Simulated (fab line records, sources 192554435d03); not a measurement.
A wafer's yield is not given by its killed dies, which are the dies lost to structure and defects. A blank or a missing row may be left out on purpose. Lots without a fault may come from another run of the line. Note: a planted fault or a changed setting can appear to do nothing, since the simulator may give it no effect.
fab line records    flow n5-finfet    part 2 of 2: steps 21 to 27 of 27
[record] lots = 5  wafers = 15  last-day = 19
route steps=1938 shown BEOL_M3@954
lots that met no fault: taken from a fault-free run of the same line
start-h: hours from the record's first day to the start of the lot's first wafer shown    wait-h: time in hours since the lot's previous step    " unchanged from the row above    L1.1+2: a single row standing in for several wafers    - no value, or no start was given    * or withheld: withheld    < > ~ a bound
route shown NAME@n: NAME is a module with steps in the file, n the number in the route of the first one    usual: mean/standard deviation taken from wafers without a fault    same: alike in all rows    chamber/n: place in a boat    sites: the reading at each site    _std_site: how widely they spread, as a standard deviation    _edge_site: inner sites' mean taken away from outer sites' mean    radius-mm: for every site, how far away it sits from the centre of the wafer    mask NAME#n: copy n    behind: the last tool/chamber to shape the wafer    hold: reason for holding the lot/hours on hold/outcome of the hold    device: whichever transistor did not switch (one of n, p or np)    end of line: the tests these same wafers got at the end of their route    for a step that has no rows: nothing shown but its recipe    killed: not the wafer's yield, but the dies lost to structure and defects at the first sort    map: a wafer's dies, x killed, . not, _ none there
set.NAME: the setting that was run; set.NAME@STEP: the one run at that earlier step    model.NAME: the simulator's own value behind a step, which no gauge read
lots seen at some steps along the route; tables by step, rows by wafer
services: from which hour (start-h, from the record's first day; less than 0 if before it) a tool's chamber was out of use, for how many hours, and why
[[steps]]
[step N5_BEOL_M3_ETCH_70]
[recipe] chemistry = N2/H2  target = SOC  target-depth-a = 800  overetch-a = 160  mask-material = SiARC  temp-c = 40  time-s = 120  ion-energy-ev = 200  pressure-mtorr = 30  source-w = 840  bias-w = 150  n2-flow-sccm = 200  h2-flow-sccm = 200
[usual] drypump-motor-current-A = 5.6/0.47  n2-flow-sccm = 200.0/0.59  oes-product-au = 0.61/0.061  rf-vpp-V = 524.9/2.7  showerhead-plenum-p-Torr = 2.58/0.091  throttle-valve-pct = 17.9/0.31
lot.wafer  tool         chamber  start-h  wait-h  drypump-motor-current-A  n2-flow-sccm  oes-product-au  rf-hours-counter-h  rf-vpp-V  showerhead-plenum-p-Torr  throttle-valve-pct
L074.2     rie-diel-06  3        214.00   0.0     6.1                      200.2         0.72            13                  526.4     2.59                      17.7
L074.3     "            1        "        "       5.6                      199.9         0.62            93                  528.6     2.65                      17.4
L074.5     "            2        "        "       5.6                      198.9         0.54            -                   523.4     2.50                      17.8
L075.1     rie-diel-05  2        217.52   0.0     6.1                      200.3         0.59            137                 528.5     2.68                      18.0
L075.5     "            2        "        "       6.1                      200.7         0.59            -                   526.5     2.68                      18.0
L075.6     "            0        "        "       5.0                      200.1         0.55            -                   520.5     2.41                      17.9
L077.1     rie-diel-05  1        218.51   0.0     5.6                      200.6         0.55            215                 527.0     2.64                      18.1
L077.4     "            0        "        "       5.0                      199.7         0.55            -                   520.8     2.41                      17.9
L077.6     "            2        "        "       6.1                      199.5         0.59            -                   527.2     2.68                      18.0
L081.1     rie-diel-05  0        249.75   0.0     5.0                      199.5         0.55            193                 521.3     2.41                      17.9
L081.2     "            2        "        "       6.1                      199.6         0.58            144                 527.6     2.68                      18.0
L081.4     "            1        "        "       5.6                      200.5         0.55            221                 525.1     2.63                      18.1
L090.1     rie-diel-02  2        298.91   0.0     5.0                      199.6         0.54            245                 525.3     2.61                      17.9
L090.2     "            0        "        "       4.8                      200.5         0.72            11                  528.7     2.69                      17.9
L090.5     "            1        "        "       6.4                      200.3         0.60            -                   526.1     2.66                      17.6
[step N5_BEOL_M3_STRIP_71]
[recipe] chemistry = N2/H2  temp-c = 40  n2-flow-sccm = 200  h2-flow-sccm = 200  rf-frequency-hz = 6e+07
lot.wafer   tool         chamber  start-h  wait-h
L074.2+3+5  rie-diel-06  3,1,2    214.08   0.0
L075.1+5+6  rie-diel-05  2,2,0    217.60   0.0
L077.1+4+6  rie-diel-05  1,0,2    218.59   0.0
L081.1+2+4  rie-diel-05  0,2,1    249.83   0.0
L090.1+2+5  rie-diel-02  2,0,1    298.99   0.0
[step N5_BEOL_M3_STRIP_78]
[recipe] chemistry = N2/H2  temp-c = 40  n2-flow-sccm = 200  h2-flow-sccm = 200  rf-frequency-hz = 6e+07
lot.wafer   tool         chamber  start-h  wait-h
L074.2+3+5  rie-diel-06  3,1,2    214.09   0.0
L075.1+5+6  rie-diel-05  2,2,0    217.61   0.0
L077.1+4+6  rie-diel-05  1,0,2    218.60   0.0
L081.1+2+4  rie-diel-05  0,2,1    249.84   0.0
L090.1+2+5  rie-diel-02  2,0,1    299.00   0.0
[step N5_BEOL_M3_VIA_ETCH_34]
[recipe] chemistry = C4F6/O2  target-depth-a = 694  mask-material = SOC  pressure-mtorr = 15  ion-energy-ev = 250  taper-deg = 4  time-s = 65.9  source-w = 350  bias-w = 170  Ar_flow_sccm = 300  C4F6_flow_sccm = 10  O2_flow_sccm = 10
[usual] drypump-motor-current-A = 5.6/0.48  oes_ar_750_au = 0.79/0.082  oes-product-au = 0.79/0.09  rf-vpp-V = 678/20  showerhead-plenum-p-Torr = 2.87/0.1  throttle-valve-pct = 30.76/0.26
lot.wafer  tool         chamber  start-h  wait-h  drypump-motor-current-A  oes_ar_750_au  oes-product-au  rf-hours-counter-h  rf-vpp-V  showerhead-plenum-p-Torr  throttle-valve-pct
L074.2     rie-diel-06  3        214.10   0.0     6.0                      0.96           0.98            13                  680       2.91                      30.91
L074.3     "            1        "        "       5.5                      0.81           0.81            93                  674       2.95                      30.24
L074.5     "            2        "        "       5.6                      0.71           0.70            -                   657       2.83                      31.08
L075.1     rie-diel-05  2        217.62   0.0     6.1                      0.78           0.78            137                 658       2.99                      30.85
L075.5     "            2        "        "       6.2                      0.78           0.77            -                   658       2.99                      30.86
L075.6     "            0        "        "       5.0                      0.71           0.71            -                   690       2.70                      30.92
L077.1     rie-diel-05  1        218.61   0.0     5.6                      0.71           0.71            215                 649       2.94                      30.99
L077.4     "            0        "        "       5.0                      0.71           0.71            -                   690       2.70                      30.92
L077.6     "            2        "        "       6.1                      0.78           0.77            -                   658       2.99                      30.88
L081.1     rie-diel-05  0        249.85   0.0     5.0                      0.70           0.70            193                 691       2.70                      30.90
L081.2     "            2        "        "       6.1                      0.77           0.77            144                 658       2.98                      30.88
L081.4     "            1        "        "       5.6                      0.70           0.70            221                 649       2.94                      30.99
L090.1     rie-diel-02  2        299.01   0.0     5.0                      0.69           0.68            245                 658       2.89                      30.45
L090.2     "            0        "        "       4.8                      0.93           0.96            11                  688       3.00                      30.93
L090.5     "            1        "        "       6.4                      0.76           0.78            -                   690       2.97                      30.49
[step N5_BEOL_M3_STRIP_83]
[recipe] chemistry = C4F6/O2  resist = SiARC  rf-frequency-hz = 6e+07
lot.wafer   tool         chamber  start-h  wait-h
L074.2+3+5  rie-diel-06  3,1,2    214.15   0.0
L075.1+5+6  rie-diel-05  2,2,0    217.67   0.0
L077.1+4+6  rie-diel-05  1,0,2    218.66   0.0
L081.1+2+4  rie-diel-05  0,2,1    249.90   0.0
L090.1+2+5  rie-diel-02  2,0,1    299.06   0.0
[step N5_BEOL_M3_STRIP_36]
[recipe] chemistry = N2/H2  power-w = 450  temp-c = 40  pressure-mtorr = 20  rf-frequency-hz = 6e+07  overash-fraction = 0.3  bias-power-w = 7  h2-frac = 0.5  n2-flow-sccm = 200  h2-flow-sccm = 200
[usual] drypump-motor-current-A = 5.6/0.47  n2-flow-sccm = 200.0/0.61  oes-product-au = 0.79/0.088  rf-vpp-V = 59.2/1.3  showerhead-plenum-p-Torr = 2.58/0.091  throttle-valve-pct = 23.8/0.43
lot.wafer  tool         chamber  start-h  wait-h  drypump-motor-current-A  n2-flow-sccm  oes-product-au  rf-hours-counter-h  rf-vpp-V  showerhead-plenum-p-Torr  throttle-valve-pct
L074.2     rie-diel-06  3        214.16   0.0     6.0                      200.8         0.95            13                  57.6      2.59                      23.5
L074.3     "            1        "        "       5.5                      198.7         0.81            93                  58.2      2.65                      23.1
L074.5     "            2        "        "       5.5                      199.5         0.70            -                   60.1      2.49                      23.7
L075.1     rie-diel-05  2        217.68   0.0     6.1                      200.3         0.76            137                 58.7      2.68                      24.1
L075.5     "            2        "        "       6.1                      199.7         0.78            -                   59.4      2.68                      24.1
L075.6     "            0        "        "       5.0                      200.1         0.70            -                   59.3      2.41                      23.8
L077.1     rie-diel-05  1        218.67   0.0     5.6                      199.8         0.72            215                 57.9      2.63                      23.9
L077.4     "            0        "        "       5.0                      200.2         0.72            -                   58.5      2.41                      23.8
L077.6     "            2        "        "       6.1                      200.7         0.77            -                   59.3      2.68                      24.1
L081.1     rie-diel-05  0        249.91   0.0     5.0                      200.2         0.71            193                 58.3      2.41                      23.8
L081.2     "            2        "        "       6.2                      200.4         0.76            144                 60.0      2.68                      24.1
L081.4     "            1        "        "       5.6                      200.1         0.71            221                 56.3      2.63                      23.9
L090.1     rie-diel-02  2        299.07   0.0     5.0                      200.0         0.70            245                 58.5      2.60                      23.7
L090.2     "            0        "        "       4.8                      199.8         0.95            11                  62.4      2.69                      23.9
L090.5     "            1        "        "       6.4                      199.8         0.80            -                   60.0      2.66                      23.3
[step N5_BEOL_M3_TRENCH_ETCH_37]
[recipe] chemistry = C4F6/O2  target-depth-a = 555.55  target = SiOC  time-s = 29.2  ion-energy-ev = 250  pressure-mtorr = 30  source-w = 355  bias-w = 185  Ar_flow_sccm = 300  C4F6_flow_sccm = 10  O2_flow_sccm = 10
[usual] drypump-motor-current-A = 5.6/0.47  oes_ar_750_au = 0.79/0.083  oes-product-au = 0.79/0.09  rf-vpp-V = 678/20  showerhead-plenum-p-Torr = 2.88/0.1  throttle-valve-pct = 20.86/0.2
lot.wafer  tool         chamber  start-h  wait-h  drypump-motor-current-A  oes_ar_750_au  oes-product-au  rf-hours-counter-h  rf-vpp-V  showerhead-plenum-p-Torr  throttle-valve-pct
L074.2     rie-diel-06  3        -        -       6.1                      0.97           0.98            13                  681       2.92                      20.85
L074.3     "            1        "        "       5.6                      0.81           0.81            93                  674       2.95                      20.42
L074.5     "            2        "        "       5.6                      0.71           0.70            -                   656       2.83                      20.96
L075.1     rie-diel-05  2        -        -       6.1                      0.78           0.77            137                 658       2.99                      20.84
L075.5     "            2        "        "       6.1                      0.78           0.77            -                   656       2.99                      20.85
L075.6     "            0        "        "       5.0                      0.70           0.71            -                   689       2.71                      20.93
L077.1     rie-diel-05  1        -        -       5.5                      0.72           0.70            215                 648       2.95                      21.12
L077.4     "            0        "        "       5.0                      0.71           0.71            -                   690       2.71                      20.93
L077.6     "            2        "        "       6.1                      0.78           0.78            -                   657       2.99                      20.87
L081.1     rie-diel-05  0        -        -       5.0                      0.70           0.70            193                 690       2.70                      20.93
L081.2     "            2        "        "       6.2                      0.77           0.77            144                 657       2.99                      20.87
L081.4     "            1        "        "       5.5                      0.71           0.69            221                 650       2.94                      21.12
L090.1     rie-diel-02  2        -        -       5.0                      0.69           0.68            245                 658       2.90                      20.78
L090.2     "            0        "        "       4.8                      0.94           0.95            11                  689       3.00                      20.95
L090.5     "            1        "        "       6.4                      0.77           0.78            -                   692       2.97                      20.72
[[services]]
tool            chamber  start-h  hours  kind
rie-diel-02     -        169.40   14.6   pm
euv-scanner-02  -        174.39   1.0    pm
ald-sin-03      -        178.22   14.0   pm
rie-diel-05     3        183.44   8.8    repair
rie-diel-02     -        192.18   1.3    repair
ald-sin-02      -        201.27   1.3    repair
euv-scanner-02  -        203.73   4.6    pm
euv-scanner-02  -        209.07   1.2    repair
rie-diel-02     2        210.62   5.7    repair
rie-diel-06     0        211.17   17.1   repair
euv-scanner-02  -        214.58   0.5    repair
rie-diel-05     3        216.50   6.9    repair
euv-scanner-02  -        230.53   0.5    repair
rie-diel-06     -        246.41   0.3    repair
ald-sin-03      0        266.08   1.6    repair
rie-diel-06     3        272.62   3.0    repair
ald-sin-02      1        274.90   18.3   repair
rie-diel-05     0        278.72   5.3    repair
rie-metal-02    -        279.95   11.8   repair
ald-sin-03      -        283.96   0.2    repair
ald-sin-02      3        285.52   3.7    repair
rie-diel-06     0        285.76   6.9    repair
ald-sin-02      0        286.16   4.2    repair
euv-scanner-02  -        286.69   1.0    pm
